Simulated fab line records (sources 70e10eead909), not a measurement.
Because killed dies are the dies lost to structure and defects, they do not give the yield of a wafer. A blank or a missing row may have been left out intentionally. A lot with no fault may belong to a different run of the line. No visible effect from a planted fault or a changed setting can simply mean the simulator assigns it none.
fab line records | flow nand-harc
[record] lots = 12 | wafers = 36 | last-day = 24
route steps=1159 shown A_CONTACT@924 A_BONDPAD@1088 THIN_TSV@1120 END@1158
lots untouched by any fault: they come from a run of this same line in which no faults occurred
start-h: hours from the record's first day to the start of the lot's first wafer shown | wait-h: time in hours since the lot's previous step | " repeats the value in the row above | L1.1+2: a row that stands for several wafers | - no value, or no start given | * or withheld: withheld | < > ~ a bound
route shown NAME@n: names a module that has steps shown in the file, with the first one's number in the route | usual: the fault-free wafers' mean and standard deviation | same: alike in all rows | chamber/n: place in a boat | sites: per-site readings | _std_site: the values' standard deviation | _edge_site: outer sites' mean less inner sites' | radius-mm: how far each site lies from the wafer's centre | mask NAME#n: copy n | behind: the last tool/chamber to shape the wafer | hold: cause of the lot's hold/its duration in hours/its outcome | device: the n, p or np transistor that did not switch | end of line: the same wafers' tests at the end of the route | step lacking rows: just its recipe | killed: not the wafer's yield, but the dies lost to structure and defects at the first sort | map: per-die view of a wafer (x killed, . not killed, _ where there is no die)
set.NAME: setting as actually run; set.NAME@STEP: the setting as run at that earlier step | model.NAME: the simulator's own value behind a step, which no gauge read
a sample of lots followed through the steps of the route, with each step as a table and each wafer as a row
services: when a tool's chamber went out of use (start-h, in hours from the record's first day, below 0 if earlier), for how many hours, and the reason
[[steps]]
[step NHARC_A_CONTACT_DEP_85]
[recipe] target-thk-a = 500 | target-thk-nm = 50 | temp-c = 400 | pressure-torr = 3.5 | flow-sccm = 200 | rf-w = 350 | material = SiON
[usual] heater-power-w = 712/92 | susceptor-temp-C = 400.00/0.22
lot.wafer | tool     | chamber | start-h | wait-h | heater-power-w | susceptor-temp-C
L232.2    | pecvd-01 | 1       | 379.30  | 0.9    | 764            | 399.71
L232.4    | "        | 0       | "       | "      | 774            | 400.15
L232.6    | "        | 1       | "       | "      | 763            | 399.71
L234.1    | pecvd-02 | 1       | 386.74  | 1.5    | 855            | 400.32
L234.2    | "        | 2       | "       | "      | 689            | 399.81
L234.6    | "        | 0       | "       | "      | 758            | 400.08
L237.1    | pecvd-01 | 1       | 399.45  | 1.0    | 726            | 400.30
L237.6    | "        | 2       | "       | "      | 540            | 399.70
L237.4    | "        | 0       | "       | "      | 735            | 399.87
L236.1    | pecvd-02 | 0       | 412.92  | 1.1    | 681            | 399.60
L236.5    | "        | 1       | "       | "      | 735            | 399.86
L236.6    | "        | 2       | "       | "      | 644            | 400.12
L238.2    | pecvd-02 | 0       | 424.10  | 0.9    | 767            | 400.01
L238.1    | "        | 1       | "       | "      | 810            | 400.33
L238.4    | "        | 0       | "       | "      | 740            | 399.91
L242.3    | pecvd-02 | 0       | 434.40  | 0.6    | 749            | 400.09
L242.2    | "        | 2       | "       | "      | 670            | 399.92
L242.5    | "        | 2       | "       | "      | 680            | 399.93
L246.3    | pecvd-01 | 1       | 466.28  | 0.7    | 756            | 399.99
L246.1    | "        | 2       | "       | "      | 529            | 400.32
L246.6    | "        | 2       | "       | "      | 536            | 400.14
L248.2    | pecvd-01 | 1       | 477.68  | 0.9    | 808            | 400.11
L248.5    | "        | 2       | "       | "      | 457            | 399.44
L248.4    | "        | 0       | "       | "      | 608            | 399.65
L253.1    | pecvd-02 | 0       | 503.11  | 1.2    | 715            | 400.17
L253.3    | "        | 1       | "       | "      | 797            | 399.43
L253.6    | "        | 0       | "       | "      | 710            | 400.07
L252.2    | pecvd-02 | 1       | 507.21  | 0.9    | 848            | 399.69
L252.6    | "        | 0       | "       | "      | 723            | 399.74
L252.5    | "        | 1       | "       | "      | 855            | 399.77
L251.1    | pecvd-02 | 1       | 512.67  | 1.1    | 786            | 399.55
L251.2    | "        | 0       | "       | "      | 696            | 399.92
L251.6    | "        | 2       | "       | "      | 700            | 399.88
L254.1    | pecvd-04 | 2       | 515.86  | 1.1    | 769            | 400.06
L254.4    | "        | 0       | "       | "      | 644            | 399.87
L254.5    | "        | 1       | "       | "      | 735            | 400.15
[step NHARC_A_BONDPAD_CMP_19]
[recipe] t-overpolish-s = 30 | cu-recess-touch-s = 16 | target-thk-nm = 169.8
[usual] motor-current-A = 12.0/0.81 | overpolish-run-s = 30.000/0.009
lot.wafer | tool   | chamber | start-h | wait-h | motor-current-A | overpolish-run-s
L232.2    | cmp-04 | 2       | 403.30  | -      | 11.9            | 29.994
L232.4    | "      | 3       | "       | "      | 12.0            | 30.000
L232.6    | "      | 0       | "       | "      | 12.8            | 30.016
L234.2    | cmp-04 | 1       | 414.51  | -      | 12.1            | 30.002
L234.1    | "      | 3       | "       | "      | 11.7            | 29.989
L234.6    | "      | 0       | "       | "      | 13.4            | 29.978
L237.4    | cmp-02 | 3       | 421.57  | -      | 12.4            | 30.000
L237.1    | "      | 0       | "       | "      | 11.1            | 30.001
L237.6    | "      | 2       | "       | "      | 13.9            | 30.002
L236.1    | cmp-04 | 1       | 440.62  | -      | 11.8            | 29.997
L236.5    | "      | 3       | "       | "      | 11.5            | 29.989
L236.6    | "      | 0       | "       | "      | 13.0            | 29.991
L238.1    | cmp-04 | 3       | 448.54  | -      | 11.4            | 29.990
L242.2    | cmp-02 | 1       | 461.52  | -      | 13.0            | 30.002
L242.5    | "      | 1       | "       | "      | 12.1            | 29.994
L246.3    | cmp-04 | 3       | 504.08  | -      | 11.6            | 29.995
L246.1    | "      | 0       | "       | "      | 13.0            | 29.983
L246.6    | "      | 3       | "       | "      | 11.8            | 29.994
L248.2    | cmp-01 | 2       | 512.79  | -      | 11.7            | 30.009
L248.4    | "      | 3       | "       | "      | 11.3            | 30.005
L248.5    | "      | 2       | "       | "      | 11.2            | 30.008
L253.1    | cmp-02 | 3       | 528.26  | -      | 12.8            | 29.996
L253.3    | "      | 1       | "       | "      | 12.4            | 29.998
L253.6    | "      | 2       | "       | "      | 13.8            | 30.004
L252.2    | cmp-01 | 3       | 531.22  | -      | 11.8            | 29.996
L252.6    | "      | 1       | "       | "      | 12.5            | 29.993
L252.5    | "      | 2       | "       | "      | 11.3            | 30.001
L251.1    | cmp-02 | 0       | 538.86  | -      | 11.0            | 30.011
L251.2    | "      | 1       | "       | "      | 11.9            | 29.999
L251.6    | "      | 3       | "       | "      | 12.3            | 30.004
L254.4    | cmp-01 | 0       | 546.64  | -      | 10.0            | 29.987
L254.1    | "      | 2       | "       | "      | 11.5            | 29.997
L254.5    | "      | 0       | "       | "      | 11.0            | 30.002
[step NHARC_THIN_TSV_ETCH_15]
[recipe] target-depth-a = 30000 | bosch-target-overetch-cycles = 2 | bosch-etch-step-s = 2.8 | bosch-dep-step-s = 1.2 | bosch-cycles = 14
[usual] drypump-motor-current-A = 5.7/0.52 | he-backside-leak-sccm = 2.66/0.22
lot.wafer | tool      | chamber | start-h | wait-h | drypump-motor-current-A | he-backside-leak-sccm | rf-hours-counter-h
L232.4    | rie-si-04 | 3       | 417.56  | -      | 5.9                     | 2.54                  | 1.0
L232.2    | "         | 1       | "       | "      | 6.6                     | 2.66                  | 1.3
L232.6    | "         | 3       | "       | "      | 5.9                     | 2.53                  | -
L234.1    | rie-si-04 | 1       | 432.26  | -      | 6.6                     | 2.74                  | 1.4
L234.2    | "         | 3       | "       | "      | 5.9                     | 2.57                  | 1.1
L234.6    | "         | 0       | "       | "      | 6.6                     | 2.77                  | -
L237.4    | rie-si-05 | 2       | 434.72  | -      | 5.5                     | 2.46                  | 0.2
L237.1    | "         | 0       | "       | "      | 6.1                     | 2.48                  | 0.1
L237.6    | "         | 3       | "       | "      | 5.0                     | 2.45                  | -
L236.1    | rie-si-01 | 3       | 455.99  | -      | 5.7                     | 3.40                  | 1.3
L236.5    | "         | 2       | "       | "      | 5.4                     | 2.86                  | -
L236.6    | "         | 3       | "       | "      | 5.8                     | 3.32                  | -
L238.1    | rie-si-01 | 1       | 464.73  | -      | 5.5                     | 2.38                  | 1.3
L242.2    | rie-si-01 | 2       | 476.23  | -      | 5.4                     | 2.95                  | 1.5
L242.5    | "         | 0       | "       | "      | 6.1                     | 2.84                  | -
L246.3    | rie-si-05 | 0       | 517.29  | -      | 6.1                     | 2.37                  | 0.8
L246.1    | "         | 3       | "       | "      | 5.1                     | 2.43                  | 1.0
L246.6    | "         | 0       | "       | "      | 6.1                     | 2.35                  | -
L248.4    | rie-si-01 | 1       | 527.46  | -      | 5.5                     | 2.49                  | 0.3
L248.2    | "         | 2       | "       | "      | 5.4                     | 2.86                  | 0.4
L248.5    | "         | 0       | "       | "      | 6.1                     | 2.80                  | -
L253.1    | rie-si-05 | 2       | 541.95  | -      | 5.5                     | 2.69                  | 1.2
L253.3    | "         | 1       | "       | "      | 5.9                     | 2.78                  | 1.2
L253.6    | "         | 2       | "       | "      | 5.6                     | 2.52                  | -
L252.2    | rie-si-04 | 2       | 543.28  | -      | 4.7                     | 2.75                  | 0.6
L252.5    | "         | 1       | "       | "      | 6.6                     | 2.68                  | -
L252.6    | "         | 2       | "       | "      | 4.7                     | 2.83                  | -
L251.1    | rie-si-01 | 0       | 552.62  | -      | 6.1                     | 2.81                  | 0.3
L251.2    | "         | 1       | "       | "      | 5.5                     | 2.40                  | 0.4
L251.6    | "         | 2       | "       | "      | 5.4                     | 2.93                  | -
L254.1    | rie-si-01 | 3       | 561.75  | -      | 5.7                     | 2.77                  | 0.7
L254.4    | "         | 0       | "       | "      | 6.1                     | 2.88                  | 0.4
L254.5    | "         | 1       | "       | "      | 5.5                     | 2.45                  | -
[step NHARC_END_WLT_00]
[usual] VT_DECK1_BOTTOM = 0.873/0.0084 | VT_DECK1_BOTTOM_INNER = 0.874/0.0075 | VT_DECK1_MEDIAN_NEAR_BOTTOM = 0.874/0.0075 | VT_DECK1_MEDIAN_NEAR_BOTTOM_INNER = 0.875/0.0083 | VT_DECK1_MIDDLE = 0.887/0.0068 | VT_DECK1_MIDDLE_INNER = 0.887/0.0073 | VT_DECK1_TOP = 0.898/0.0078 | VT_DECK1_TOP_INNER = 0.899/0.007
lot.wafer | tool      | chamber | start-h | wait-h | VT_DECK1_BOTTOM | VT_DECK1_BOTTOM_INNER | VT_DECK1_MEDIAN_NEAR_BOTTOM | VT_DECK1_MEDIAN_NEAR_BOTTOM_INNER | VT_DECK1_MIDDLE | VT_DECK1_MIDDLE_INNER | VT_DECK1_TOP | VT_DECK1_TOP_INNER
L232.2    | prober-02 | -       | 431.94  | 1.9    | 0.861           | 0.870                 | 0.865                       | 0.865                             | 0.887           | 0.878                 | 0.901        | 0.895
L232.4    | "         | -       | 432.94  | 2.9    | 0.863           | 0.867                 | 0.861                       | 0.870                             | 0.878           | 0.879                 | 0.889        | 0.900
L232.6    | "         | -       | 433.94  | 3.9    | 0.877           | 0.875                 | 0.880                       | 0.881                             | 0.885           | 0.885                 | 0.890        | 0.897
L237.1    | prober-02 | -       | 443.18  | 0.0    | 0.857           | 0.860                 | 0.874                       | 0.859                             | 0.881           | 0.878                 | 0.888        | 0.886
L237.4    | "         | -       | 444.70  | 1.6    | 0.874           | 0.876                 | 0.865                       | 0.877                             | 0.887           | 0.877                 | 0.887        | 0.882
L237.6    | "         | -       | 445.71  | 2.6    | 0.860           | 0.870                 | 0.869                       | 0.863                             | 0.880           | 0.875                 | 0.887        | 0.893
L234.1    | prober-02 | -       | 451.02  | 7.9    | 0.877           | 0.870                 | 0.876                       | 0.874                             | 0.885           | 0.891                 | 0.903        | 0.905
L234.2    | "         | -       | "       | "      | 0.878           | 0.866                 | 0.871                       | 0.875                             | 0.886           | 0.886                 | 0.893        | 0.886
L234.6    | "         | -       | 453.48  | 10.4   | 0.869           | 0.864                 | 0.880                       | 0.870                             | 0.888           | 0.886                 | 0.894        | 0.895
L236.1    | prober-02 | -       | 468.22  | 0.1    | 0.888           | 0.894                 | 0.887                       | 0.886                             | 0.885           | 0.900                 | 0.907        | 0.902
L236.5    | "         | -       | 470.24  | 2.1    | 0.880           | 0.882                 | 0.876                       | 0.885                             | 0.884           | 0.893                 | 0.900        | 0.900
L236.6    | "         | -       | "       | "      | 0.875           | 0.869                 | 0.871                       | 0.877                             | 0.900           | 0.891                 | 0.906        | 0.905
L238.1    | prober-01 | -       | 475.91  | 0.1    | 0.876           | 0.866                 | 0.868                       | 0.876                             | 0.887           | 0.886                 | 0.908        | 0.898
L242.2    | prober-01 | -       | 487.77  | 0.5    | 0.872           | 0.863                 | 0.865                       | 0.859                             | 0.887           | 0.881                 | 0.896        | 0.907
L242.5    | "         | -       | 489.25  | 2.0    | 0.869           | 0.869                 | 0.867                       | 0.874                             | 0.882           | 0.888                 | 0.902        | 0.908
L246.1    | prober-01 | -       | 528.28  | 0.0    | 0.883           | 0.886                 | 0.896                       | 0.894                             | 0.902           | 0.900                 | 0.907        | 0.913
L246.3    | "         | -       | 529.28  | 1.0    | 0.879           | 0.877                 | 0.880                       | 0.888                             | 0.893           | 0.905                 | 0.915        | 0.914
L246.6    | "         | -       | 530.78  | 2.5    | 0.885           | 0.885                 | 0.883                       | 0.880                             | 0.901           | 0.897                 | 0.909        | 0.917
L248.2    | prober-01 | -       | 544.37  | 7.0    | 0.866           | 0.870                 | 0.870                       | 0.857                             | 0.882           | 0.877                 | 0.897        | 0.888
L248.4    | "         | -       | 545.38  | 8.0    | 0.871           | 0.879                 | 0.878                       | 0.877                             | 0.885           | 0.885                 | 0.888        | 0.893
L248.5    | "         | -       | "       | "      | 0.861           | 0.861                 | 0.859                       | 0.866                             | 0.872           | 0.874                 | 0.889        | 0.890
L253.1    | prober-01 | -       | 553.99  | 0.0    | 0.877           | 0.879                 | 0.876                       | 0.878                             | 0.897           | 0.887                 | 0.894        | 0.900
L253.3    | "         | -       | 555.00  | 1.1    | 0.888           | 0.880                 | 0.880                       | 0.876                             | 0.890           | 0.888                 | 0.911        | 0.908
L253.6    | "         | -       | 556.52  | 2.6    | 0.892           | 0.891                 | 0.894                       | 0.895                             | 0.896           | 0.898                 | 0.913        | 0.911
L252.2    | prober-02 | -       | 554.52  | 0.6    | 0.866           | 0.874                 | 0.874                       | 0.875                             | 0.879           | 0.877                 | 0.893        | 0.887
L252.5    | "         | -       | 556.01  | 2.0    | 0.871           | 0.870                 | 0.872                       | 0.875                             | 0.880           | 0.881                 | 0.889        | 0.890
L252.6    | "         | -       | "       | "      | 0.864           | 0.859                 | 0.864                       | 0.877                             | 0.880           | 0.881                 | 0.889        | 0.895
L251.1    | prober-01 | -       | 563.70  | 0.0    | 0.870           | 0.872                 | 0.858                       | 0.860                             | 0.878           | 0.866                 | 0.882        | 0.887
L251.2    | "         | -       | "       | "      | 0.860           | 0.860                 | 0.866                       | 0.854                             | 0.877           | 0.880                 | 0.885        | 0.888
L251.6    | "         | -       | 566.18  | 2.5    | 0.854           | 0.862                 | 0.862                       | 0.865                             | 0.874           | 0.874                 | 0.891        | 0.886
L254.1    | prober-02 | -       | 571.49  | 0.1    | 0.871           | 0.872                 | 0.871                       | 0.881                             | 0.882           | 0.877                 | 0.898        | 0.899
L254.4    | "         | -       | 573.00  | 1.6    | 0.879           | 0.880                 | 0.877                       | 0.880                             | 0.887           | 0.888                 | 0.898        | 0.890
L254.5    | "         | -       | "       | "      | 0.868           | 0.871                 | 0.879                       | 0.875                             | 0.889           | 0.888                 | 0.900        | 0.899
[step NHARC_END_SORT_01]
[recipe] temp-c = 25
[usual] killed-at-array = 25/7.8 | killed-at-other = 0.6/0.81 | killed-at-periphery = 3.3/2.2 | killed-dies = 29/8.2 | killed-open = 3.5/1.9 | killed-short = 1.8/1.3
[same] gross-dies = 677
lot.wafer | tool      | chamber | start-h | wait-h | killed-at-array | killed-at-other | killed-at-periphery | killed-dies | killed-open | killed-short
L238.1    | prober-01 | 0       | 478.92  | 2.5    | 32              | 0               | 3                   | 35          | 3           | 0
L238.2    | prober-01 | 0       | 479.72  | 2.8    | 655             | 0               | 4                   | 659         | 3           | 4
L238.4    | prober-01 | 0       | 481.33  | 3.4    | 634             | 0               | 6                   | 640         | 8           | 4
L242.2    | prober-01 | 0       | 491.05  | 2.8    | 29              | 0               | 6                   | 35          | 5           | 0
L242.3    | prober-01 | 0       | 491.85  | 3.1    | 662             | 0               | 4                   | 666         | 6           | 1
L242.5    | prober-01 | 0       | 493.46  | 3.7    | 26              | 2               | 4                   | 32          | 2           | 5
// killed by level:class
L238.1 A_SLIT:chamber-film-flake=14 A_CHANNEL_HOLE_D1:chamber-film-flake=10 A_ZERO_WELL:chamber-film-flake=3 A_CONTACT:chamber-film-flake=3 P_ZERO_WELL:chamber-film-flake=2 P_GATE:geometric-particle:open=1 A_CHANNEL_HOLE_D1:geometric-particle:open=1 A_CONTACT:geometric-particle:open=1
L238.2 A_CONTACT:area-dep=634 A_SLIT:chamber-film-flake=8 A_CHANNEL_HOLE_D1:chamber-film-flake=6 P_CONTACT:geometric-particle:open=1 P_M2:geometric-particle:open=1 A_SOURCE_PLATE:geometric-particle:short=1 A_ONON_D1:geometric-particle:short=1 A_CHANNEL_FILL_D1:geometric-particle:short=1
L238.4 A_CONTACT:area-dep=598 A_CHANNEL_HOLE_D1:chamber-film-flake=15 A_SLIT:chamber-film-flake=7 P_M0:geometric-particle:open=2 A_ONON_D1:geometric-particle:short=2 A_CHANNEL_FILL_D1:geometric-particle:short=2 A_BLC:geometric-particle:open=2 A_ZERO_WELL:chamber-film-flake=2
L242.2 A_CHANNEL_HOLE_D1:chamber-film-flake=10 A_SLIT:chamber-film-flake=8 A_CONTACT:chamber-film-flake=6 A_CONTACT:geometric-particle:open=3 P_STI:chamber-film-flake=2 A_ONON_D1:geometric-particle:open=1 A_M0:geometric-particle:open=1 P_ZERO_WELL:chamber-film-flake=1
L242.3 A_CONTACT:area-dep=633 A_SLIT:chamber-film-flake=12 A_CHANNEL_HOLE_D1:chamber-film-flake=7 A_CONTACT:chamber-film-flake=4 A_M0:geometric-particle:open=2 P_CONTACT:geometric-particle:open=1 P_M1:geometric-particle:open=1 A_CHANNEL_HOLE_D1:geometric-particle:short=1
L242.5 A_SLIT:chamber-film-flake=10 A_CHANNEL_HOLE_D1:chamber-film-flake=7 A_CONTACT:chamber-film-flake=3 P_ZERO_WELL:chamber-film-flake=2 P_GATE:chamber-film-flake=2 A_SOURCE_PLATE:geometric-particle:short=1 A_ONON_D1:geometric-particle:short=1 A_CHANNEL_FILL_D1:geometric-particle:short=1
[[services]]
tool      | chamber | start-h | hours | kind
rie-si-05 | -       | 367.92  | 2.7   | repair
cmp-01    | -       | 375.68  | 4.0   | pm
pecvd-01  | -       | 395.33  | 1.6   | repair
cmp-04    | -       | 399.20  | 4.0   | pm
rie-si-04 | 0       | 404.45  | 6.8   | repair
cmp-04    | -       | 415.56  | 2.7   | repair
rie-si-05 | -       | 416.00  | 9.0   | pm
pecvd-01  | -       | 418.24  | 13.0  | pm
rie-si-04 | 3       | 419.02  | 2.8   | repair
cmp-02    | -       | 422.50  | 4.0   | pm
cmp-04    | -       | 435.05  | 0.7   | repair
pecvd-02  | 0       | 438.09  | 21.0  | repair
rie-si-05 | 0       | 439.20  | 6.5   | repair
rie-si-01 | 1       | 439.85  | 2.2   | repair
rie-si-01 | 0       | 448.58  | 23.6  | repair
rie-si-04 | -       | 453.00  | 9.0   | pm
rie-si-01 | -       | 481.00  | 9.0   | pm
cmp-02    | -       | 497.18  | 25.7  | repair
cmp-04    | -       | 497.20  | 4.0   | pm
rie-si-01 | 0       | 497.44  | 24.7  | repair
pecvd-02  | 2       | 507.66  | 4.1   | repair
pecvd-02  | -       | 516.20  | 13.0  | pm
rie-si-01 | 1       | 517.24  | 2.2   | repair
cmp-04    | -       | 519.64  | 0.4   | repair
[[key]]
[first-sign] step = NHARC_END_SORT_01 | reading = killed-at-array | direction = up | sigmas = 80 | usual = 25 | struck = 650
[effect] step = NHARC_END_SORT_01 | reading = killed-dies | direction = up | sigmas = 76 | usual = 29 | struck = 655
[more-kills-born-at] NHARC_A_CONTACT_DEP_85@pecvd-02 = 1865
met-at NHARC_A_CONTACT_DEP_85
struck-lots L238,L242
struck-wafers L238.2,L238.4,L242.3
later-rows-left-out L238.2,L238.4,L242.3
tester-left-out L238,L242
not-acting-at NHARC_A_BONDPAD_CMP_19,NHARC_THIN_TSV_ETCH_15,NHARC_END_WLT_00
onset-between 412.92 424.10
[fault] kind = process-parameter-drift | tool = pecvd-02 | chamber = 0 | onset-h = 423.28 | steps = NHARC_A_CONTACT_DEP_85 | channel = target-thk-a | offset = * | shape = step | end-h = 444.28 | acts-in = * | stated = *
// tester-left-out: of these lots the tester's yield and bins aren't shown, on N5 and GAA mostly nor the transistor test; their killed dies are dies lost to structure and defects alone, not to doping, threshold or leakage, so they don't give the yield
// later-rows-left-out: the simulator's readings of these wafers behind a module that went badly wrong aren't trusted and aren't shown, but for the sort
